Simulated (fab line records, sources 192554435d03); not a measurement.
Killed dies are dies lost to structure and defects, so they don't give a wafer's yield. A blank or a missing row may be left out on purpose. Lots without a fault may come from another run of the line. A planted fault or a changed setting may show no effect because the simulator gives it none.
Chamber matching | flow n5_finfet | N5_BEOL_M4_ALD_98 on ald_sin-03: 4 sister chambers
The step deposits SiO2, target thk 2.5 nm, pulse time 1 s, co reactant pulse time 1 s. 20 wafers are shown with their chamber, then 10 later ones without.

WAFERS WITH THEIR CHAMBER
wafer  | chamber | heater_power_w (W) | susceptor_temp_C (C) | precursor_pulse_height_rel
L075.2 | 1       | 72                 | 100.04               | 1.015
L075.5 | 3       | 65                 | 100.00               | 1.018
L075.6 | 2       | 89                 | 99.90                | 1.003
L077.1 | 2       | 91                 | 99.93                | 1.010
L077.3 | 1       | 71                 | 99.83                | 0.984
L077.6 | 2       | 91                 | 100.02               | 1.005
L078.4 | 2       | 89                 | 99.80                | 0.981
L078.5 | 3       | 66                 | 99.97                | 0.985
L078.6 | 0       | 95                 | 100.14               | 0.980
L080.3 | 1       | 74                 | 100.15               | 1.012
L080.4 | 2       | 86                 | 100.04               | 0.977
L080.5 | 0       | 94                 | 100.13               | 1.013
L086.1 | 3       | 67                 | 99.79                | 1.029
L086.2 | 2       | 91                 | 100.08               | 0.997
L086.3 | 1       | 74                 | 100.11               | 1.045
L087.1 | 2       | 90                 | 99.95                | 1.029
L087.2 | 0       | 91                 | 100.06               | 1.022
L087.4 | 3       | 67                 | 99.84                | 0.999
L093.1 | 1       | 72                 | 99.82                | 1.001
L093.5 | 2       | 88                 | 99.78                | 1.023

SIGNATURES (means of the wafers above)
reading                    | chamber 0 | chamber 1 | chamber 2 | chamber 3 | scatter within a chamber
heater_power_w             | 93.33     | 72.60     | 89.38     | 66.25     | 1.59
susceptor_temp_C           | 100.1100  | 99.9900   | 99.9375   | 99.9000   | 0.116
precursor_pulse_height_rel | 1.00500   | 1.01140   | 1.00313   | 1.00775   | 0.0201
Rule: a wafer's distance from a chamber is the root of the sum, over the readings, of the square of ((its reading less the chamber's mean) divided by the reading's scatter). The wafer belongs to the nearest chamber; if the next one is less than 2 further off, it can't be placed. The scatter: the root of (the sum of the squares of (reading less its chamber's mean) over the shown wafers, divided by (wafers less chambers)).

WAFERS WITHOUT THEIR CHAMBER
wafer  | heater_power_w (W) | susceptor_temp_C (C) | precursor_pulse_height_rel
L093.6 | 72                 | 99.92                | 0.976
L094.2 | 73                 | 99.84                | 1.038
L094.3 | 89                 | 100.04               | 1.039
L094.5 | 93                 | 99.83                | 1.015
L095.1 | 91                 | 99.99                | 1.009
L095.2 | 89                 | 100.09               | 0.971
L095.4 | 71                 | 100.12               | 0.960
L097.1 | 73                 | 100.02               | 0.987
L097.4 | 67                 | 100.19               | 0.984
L097.5 | 65                 | 100.12               | 1.002

WHICH CHAMBER EACH WENT THROUGH
wafer  | from the rows above     | in truth
L093.6 | 1                       | 1
L094.2 | 1                       | 1
L094.3 | can't be placed: 2 or 0 | 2
L094.5 | can't be placed: 0 or 2 | 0
L095.1 | can't be placed: 2 or 0 | 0
L095.2 | can't be placed: 2 or 0 | 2
L095.4 | can't be placed: 1 or 3 | 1
L097.1 | 1                       | 1
L097.4 | can't be placed: 3 or 1 | 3
L097.5 | 3                       | 3
Placed correctly: 4 of 10. Can't be placed from these rows: 6 (the true chamber is among the candidates in 6). Placed wrongly: 0.
